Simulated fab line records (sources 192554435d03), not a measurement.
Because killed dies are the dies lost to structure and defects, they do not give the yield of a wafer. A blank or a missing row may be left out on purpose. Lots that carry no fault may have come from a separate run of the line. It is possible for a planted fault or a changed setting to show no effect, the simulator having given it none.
Code-filled problem report in 8D (eight disciplines) form    flow n5-finfet    the parts of the form that need people (team, actions taken, sign-off) are left out

## 1. PROBLEM STATEMENT
Wafers without a fault read 1500.0 rpm, standard deviation 0.95; spin-speed-rpm at N5_BEOL_M14_COAT_65 reads a mean of 1627.0 rpm on 6 wafers belonging to 2 lots. So: +99 or more standard deviations from the usual mean.
The step: time 60 s, resist thk 450 nm.
Seen first at day 15 16:58 on litho-track-02, wafer L427.1. Wafers with a number at this step in the record: 18, from 6 lots. The rule behind "out" and "out of limits": a value lying over 4 standard deviations away from the usual mean. The rest of the wafers with a number are treated as sound.

## 2. WHAT THIS IS AND IS NOT
question                     is                      is not
which readings at this step  spin-speed-rpm          chill-plate-temp-C
which lots                   L427, L432              L410, L412, L416, L418
which wafers of those lots   all that have a number  -
read on which tools          litho-track-02          litho-track-03, litho-track-05
when                         from day 15 16:58       up to then (12 sound wafers)

## 3. THE SUSPECTS, EACH WITH WHAT RULES IT OUT
Counting: a tool at a process step up to the reading stays a suspect if it ran every lot that is out and no sound lot after the first of them.
- rie-diel-03 at N5_BEOL_M14_DESCUM_15 (chemistry O2, time 7.9 s): kept. All lots that are out passed through it, beginning with L427 at day 15 16:30, and no sound lot followed; its final sound lot before that point was L418 at day 13 07:19.
- rie-diel-03 at N5_BEOL_M14_ETCH_59 (etches BARC in N2/H2, target depth 89 nm, overetch 26.7 nm, time 67.9 s): kept. All lots that are out passed through it, beginning with L427 at day 15 16:32, and no sound lot followed; its final sound lot before that point was L418 at day 13 07:21.
- rie-diel-03 at N5_BEOL_M14_VIA_ETCH_16 (etches SiO2 in C4F8/O2/Ar, target depth 1231.3 nm): kept. All lots that are out passed through it, beginning with L427 at day 15 16:35, and no sound lot followed; its final sound lot before that point was L418 at day 13 07:24.
- rie-diel-03 at N5_BEOL_M14_STRIP_63 (strips in O2): kept. All lots that are out passed through it, beginning with L427 at day 15 16:56, and no sound lot followed; its final sound lot before that point was L418 at day 13 07:45. N5_BEOL_M14_STRIP_63 gives no start for some lots, so the hours and the order of its lots are those of N5_BEOL_M14_CD_MEAS_17.
- rie-diel-03 at N5_BEOL_M14_STRIP_64 (strips in O2): kept. All lots that are out passed through it, beginning with L427 at day 15 16:56, and no sound lot followed; its final sound lot before that point was L418 at day 13 07:45. N5_BEOL_M14_STRIP_64 gives no start for some lots, so the hours and the order of its lots are those of N5_BEOL_M14_CD_MEAS_17.
- litho-track-02 at N5_BEOL_M14_COAT_65 (time 60 s, resist thk 450 nm): kept. All lots that are out passed through it, beginning with L427 at day 15 16:58, and no sound lot followed; its final sound lot before that point was L418 at day 13 07:47. On those wafers its own readings are out: spin-speed-rpm.
Left after counting: rie-diel-03 at N5_BEOL_M14_DESCUM_15, rie-diel-03 at N5_BEOL_M14_ETCH_59, rie-diel-03 at N5_BEOL_M14_VIA_ETCH_16, rie-diel-03 at N5_BEOL_M14_STRIP_63, rie-diel-03 at N5_BEOL_M14_STRIP_64, litho-track-02 at N5_BEOL_M14_COAT_65.

## 4. THE CAUSE (what the simulator had put in)
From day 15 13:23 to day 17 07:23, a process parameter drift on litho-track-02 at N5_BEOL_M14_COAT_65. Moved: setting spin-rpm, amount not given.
Counting leaves 6 suspects; this tool is one of them.

## 5. SEQUENCE OF EFFECTS, ordered by route
Each row: a reading whose mean over the struck wafers that have a number lies more than 3 standard deviations from the usual. Scope: only readings with a usual standard deviation given in the record; hours: median across lots of the time from each lot's start at the first step in this table that gives one to its start at this step; sigmas: change in usual standard deviations.
hours  step                 reading         usual       on struck wafers  change  sigmas
0      N5_BEOL_M14_COAT_65  spin-speed-rpm  1500.0 rpm  1627.0            +127.0  +99 or more
Here are the process steps it includes:
- N5_BEOL_M14_COAT_65: time 60 s, resist thk 450 nm.

## 6. HOW IT WOULD HAVE BEEN CAUGHT EARLIER
In this record no reading fell out of limits until day 15 16:58, 4 hours after the fault had begun at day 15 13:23.
